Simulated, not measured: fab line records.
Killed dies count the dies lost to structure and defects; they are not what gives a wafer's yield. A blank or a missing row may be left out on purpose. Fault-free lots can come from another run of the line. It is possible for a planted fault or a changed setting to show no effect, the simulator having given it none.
Split-lot trial    flow n5 finfet    on a route of 1938 steps: 7 lots, 21 wafers read

== THE SPLIT ITSELF ==
At N5_BEOL_M10_TRENCH_ETCH_37 (etches SiCOH lowk in C4F6/O2, target depth 148.83 nm, time 48 s), the setting bias w was moved away from the recipe's 185 W on 8 of the 21 wafers read, by -14.8% to +17.8%. For the rest of the wafers, this setting stayed at what the recipe calls for.

== FROM THE SPLIT TO THE READING: what the file shows between them, 10 steps ==
- N5_BEOL_M10_ETCH_41: etches SiCN in CH3F/O2, target depth 42.6 nm, time 86 s
- N5_BEOL_M10_STRIP_77: strips in N2/H2, time 10 s
- N5_BEOL_M10_OCD_MEAS_38
- N5_BEOL_M10_HM_STRIP_39: strips TiN in peroxide tin strip, target depth 25 nm, time 158 s
- N5_BEOL_M10_SRD_40: time 30 s
- N5_BEOL_M10_ECD_50: material Cu, target thk 318 nm
- N5_BEOL_M10_ANNEAL_51: time 90 s
- N5_BEOL_M10_CMP_52: polishes, stops on SiCOH lowk, t overpolish 7 s, target thk 140 nm
- N5_BEOL_M10_PRE_CLEAN_55: time 15 s
- N5_BEOL_M10_DEP_56: deposits SiCN from 3MS/NH3, target thk 15 nm, time 26.5 s

== THE READING ==
M10_RS, in ohm/sq, at N5_BEOL_M10_RS_MEAS_57 (measures by four-point-probe). A value of 0.151 ohm/sq with a standard deviation of 0.0031 ohm/sq is what fault-free wafers of this fab line usually give.

wafer   tool, chamber at the split  bias w as run, W  against the recipe  M10_RS, ohm/sq  against lot-mates on the recipe
L075.2  rie diel-02, 3              185               recipe              0.154           -
L075.3  rie diel-02, 2              185               recipe              0.152           -
L075.4  rie diel-02, 1              185               recipe              0.151           -
L081.3  rie diel-04, 1              176               -4.9%               0.153           +0.003
L081.5  rie diel-04, 2              176               -4.9%               0.155           +0.005
L081.6  rie diel-04, 1              185               recipe              0.150           -
L083.3  rie diel-01, 3              202               +9.2%               0.141           no lot-mate on the recipe
L083.5  rie diel-01, 0              202               +9.2%               0.139           no lot-mate on the recipe
L083.6  rie diel-01, 3              202               +9.2%               0.143           no lot-mate on the recipe
L085.4  rie diel-01, 3              185               recipe              0.152           -
L085.5  rie diel-01, 1              157.6             -14.8%              0.159           +0.008
L085.6  rie diel-01, 0              185               recipe              0.150           -
L089.1  rie diel-01, 0              185               recipe              0.149           -
L089.3  rie diel-01, 2              185               recipe              0.148           -
L089.6  rie diel-01, 2              185               recipe              0.152           -
L094.1  rie diel-04, 3              185               recipe              0.152           -
L094.3  rie diel-04, 2              185               recipe              0.151           -
L094.6  rie diel-04, 0              185               recipe              0.149           -
L096.1  rie diel-02, 3              185               recipe              0.152           -
L096.4  rie diel-02, 2              217.9             +17.8%              0.143           -0.009
L096.5  rie diel-02, 3              217.9             +17.8%              0.143           -0.009

THE FIT
A straight line over all 21 wafers: M10_RS changes by -0.000598 ohm/sq for each +1% of bias w; r = -0.88; the points scatter about the line by 0.0024 ohm/sq.
The same after taking each lot's own level away (the mean of its wafers on the recipe; 18 wafers): -0.000534 ohm/sq for each +1%; r = -0.95; scatter 0.0013 ohm/sq.
The reading moves by 0.0095 ohm/sq for the largest change in bias w, on that fit.
The lots' own levels span 0.1497 to 0.1523 ohm/sq, that is 0.9 times the standard deviation above.
In other words, the slope is changed by the lot-to-lot level; the two fits disagree.
Check: with one of the wafers moved furthest among these (+17.8%) left out of the fit, the line predicts -0.00945 ohm/sq for it against its lot-mates. It came out at -0.009 ohm/sq against them.
Tool readings at the split's step, against how far the setting was moved: rf vpp V r = +0.98.

== FURTHER SPLITS ON THESE WAFERS ==
These wafers also went through other splits before the reading. Each is held against what the fit with the lots' levels taken away leaves over:
other split on the same wafers  wafers away from the commonest value  r with M10_RS (lot level and that fit taken away)
N5_BEOL_M10_VIA_ETCH_34 bias w  7                                     -0.33

== THE WHOLE CHAIN: every reading that the file lists as answering this split, in the file's order ==
step                        what it does                                                        reading                                                                        change (the file's fit)                r (the file's)
N5_BEOL_M10_TRENCH_ETCH_37  etches SiCOH lowk in C4F6/O2, target depth 148.83 nm, time 48 s     rf vpp V                                                                       +5.29 V for each +1% of the setting    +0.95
N5_BEOL_M10_TRENCH_ETCH_37  etches SiCOH lowk in C4F6/O2, target depth 148.83 nm, time 48 s     BEOL_M10.feature depth nm (the simulator's own value, which no gauge read)     +0.557 nm for each +1% of the setting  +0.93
N5_BEOL_M10_TRENCH_ETCH_37  etches SiCOH lowk in C4F6/O2, target depth 148.83 nm, time 48 s     etch.depth nm (the simulator's own value, which no gauge read)                 +0.555 nm for each +1% of the setting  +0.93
N5_BEOL_M10_OCD_MEAS_38                                                                         trench depth nm                                                                +0.548 nm for each +1% of the setting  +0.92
N5_BEOL_M10_CMP_52          polishes, stops on SiCOH lowk, t overpolish 7 s, target thk 140 nm  Cu_of_BEOL_M10_ECD_50.thk nm (the simulator's own value, which no gauge read)  +0.441 nm for each +1% of the setting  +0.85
N5_BEOL_M10_RS_MEAS_57      measures by four-point-probe                                        M10_RS                                                                         -0.000538 for each +1% of the setting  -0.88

== FILE'S OWN FIT ==
M10_RS changes by -0.000538 ohm/sq for each +1% of bias w, r = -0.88.
